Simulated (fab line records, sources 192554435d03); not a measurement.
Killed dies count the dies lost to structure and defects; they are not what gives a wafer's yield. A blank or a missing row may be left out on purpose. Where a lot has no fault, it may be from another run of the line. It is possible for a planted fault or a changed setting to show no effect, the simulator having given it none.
Which tool was responsible? | flow n5_finfet | at 1 step of a route of 1938, 10 lots with 30 wafers sampled

## WHAT EACH GAUGE READ, for each wafer
N5_BEOL_M4_RC_MEAS_101.
lot  | measured     | on        | DIBL_N (mV/V)
L662 | day 7 17:22  | prober-01 | 32.1 33.0 31.8
L664 | day 8 12:34  | prober-02 | 36.6 38.3 34.3
L665 | day 8 17:45  | prober-02 | 40.0 35.5 40.0
L673 | day 11 02:02 | prober-02 | 39.5 35.1 37.1
L676 | day 11 03:30 | prober-01 | 41.8 34.5 35.7
L678 | day 12 06:11 | prober-01 | 34.1 37.5 33.7
L679 | day 12 12:56 | prober-02 | 34.9 37.1 37.5
L680 | day 13 08:08 | prober-02 | 34.8 31.6 27.6
L682 | day 13 08:08 | prober-01 | 37.2 33.4 34.2
L684 | day 14 07:53 | prober-01 | 36.6 35.8 35.0

## WHICH TOOL RAN EACH LOT (tool, then ch and the chambers of the sampled wafers, then the start)
There is no process step in the record ahead of these readings.

## THE ANSWER, worked out from the rows above alone
Rule: the lots themselves supply what counts as usual. Put in order of their means at a reading, lots are off if they are a third of the lots or fewer, leave a main group of 4 or more, and stand apart from it by a gap of 3 or more times the standard deviation of the main group's means; of several such gaps the widest counts. A main group is skipped when, at the precision printed for the reading in the tables above, its means are all equal. A lot without any number at a reading at which 4 lots or more have one is off too. Where the step has rows for the other lots, those lots are counted as sound.
None of the lots is off at any reading shown; this tells nothing.

## WHAT HAD BEEN PUT IN BY THE SIMULATOR
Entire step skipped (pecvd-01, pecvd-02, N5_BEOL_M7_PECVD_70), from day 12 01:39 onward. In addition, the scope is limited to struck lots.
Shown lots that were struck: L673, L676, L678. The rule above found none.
